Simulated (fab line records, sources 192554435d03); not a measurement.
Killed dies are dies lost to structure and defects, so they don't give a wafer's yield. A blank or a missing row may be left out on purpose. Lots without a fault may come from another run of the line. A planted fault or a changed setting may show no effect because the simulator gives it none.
A struck lot beside a sound one | flow n5_finfet | 14 steps out of a route of 1938
Sound: wafers L640.1, L640.2, L640.5. Struck: wafers L657.1, L657.4. (L657.2 of the same lot was not struck and is left out.) The cause comes at the end.
At each step with rows: each side's tool, then ch and its chambers, then its first start. Under that, the readings that differ: sound wafers | struck wafers | difference of the means | sigmas: that difference in standard deviations of wafers without a fault.
alike: readings whose means differ by less than 2 such deviations, and words and numbers that are the same on both sides. not compared: withheld readings, readings that some wafer has no value for, bounds like >300 that may hide the same value, and numbers for which the record gives no deviation and whose values overlap.
The two part at a step that has a row with sigmas, a row that says differs or no value, or rows on one side only. Numbers that don't overlap but have no deviation are shown without sigmas and don't part them. A reading that every wafer of one side lacks parts them only if that side has two wafers or more.

first, 8 steps without rows for these wafers: N5_BEOL_M9_COAT_59 (time 60 s, resist thk 100 nm); N5_BEOL_M9_COAT_60 (time 60 s, resist thk 30 nm); N5_BEOL_M9_COAT_05 (resist thk 90 nm); N5_BEOL_M9_EBR_07; N5_BEOL_M9_SOFTBAKE_06 (time 60 s); N5_BEOL_M9_EXPOSE_08 (exposes mask M9); N5_BEOL_M9_PEB_09 (peb time 60 s); N5_BEOL_M9_DEVELOP_10 (develop time 30 s).
N5_BEOL_M9_CD_MEAS_11: target cd 64.1 nm.
  sound on cd_sem-02 ch 0, day 11 16:46; struck on cd_sem-03 ch 0, day 15 18:33
  alike: cd_nm
N5_BEOL_M9_OVL_MEAS_12:
  sound on overlay-01 ch 0, day 11 16:47; struck on overlay-01 ch 0, day 15 18:35
  alike: M9_OVL
N5_BEOL_M9_INSPECT_13: inspects for defects (brightfield).
  sound on defect_inspect-01, day 11 16:49; struck on defect_inspect-02, day 15 18:37
  alike: raw_defect_count
N5_BEOL_M9_DESCUM_16: chemistry O2, time 7.9 s.
  sound on rie_diel-05 ch 2,3, day 11 16:51; struck on rie_diel-04 ch 0, day 15 19:08
  reading                     | sound       | struck  | difference | sigmas
  drypump_motor_current_A (A) | 5.9 5.5 5.9 | 4.7 4.8 | -1.0       | -2
  alike: oes_product_au, rf_vpp_V, showerhead_plenum_p_Torr, throttle_valve_pct
  not compared: rf_hours_counter_h
N5_BEOL_M9_ETCH_61: etches SiARC in CF4, target depth 39 nm, time 65 s.
  sound on rie_diel-05 ch 2,3, day 11 16:53; struck on rie_diel-04 ch 0, day 15 19:10
  reading                     | sound          | struck    | difference | sigmas
  drypump_motor_current_A (A) | 5.9 5.5 5.9    | 4.8 4.8   | -1.0       | -2
  etch_rf_on_time_s (s)       | 64.1 65.0 65.0 | 60.8 60.7 | -4.0       | -3
  alike: oes_product_au, rf_vpp_V, showerhead_plenum_p_Torr, throttle_valve_pct
  not compared: rf_hours_counter_h
N5_BEOL_M9_ETCH_62: etches SOC in N2/H2, target depth 110 nm, overetch 22 nm, time 165 s.
  sound on rie_diel-05 ch 2,3, day 11 16:56; struck on rie_diel-04 ch 0, day 15 19:13
  reading                     | sound       | struck  | difference | sigmas
  drypump_motor_current_A (A) | 5.9 5.5 5.9 | 4.8 4.8 | -1.0       | -2
  alike: oes_product_au, rf_vpp_V, showerhead_plenum_p_Torr, throttle_valve_pct
  not compared: rf_hours_counter_h

WHERE THEY PART
First at N5_BEOL_M9_DESCUM_16; last, within this record, at N5_BEOL_M9_ETCH_62.

WHY: what the simulator had put in
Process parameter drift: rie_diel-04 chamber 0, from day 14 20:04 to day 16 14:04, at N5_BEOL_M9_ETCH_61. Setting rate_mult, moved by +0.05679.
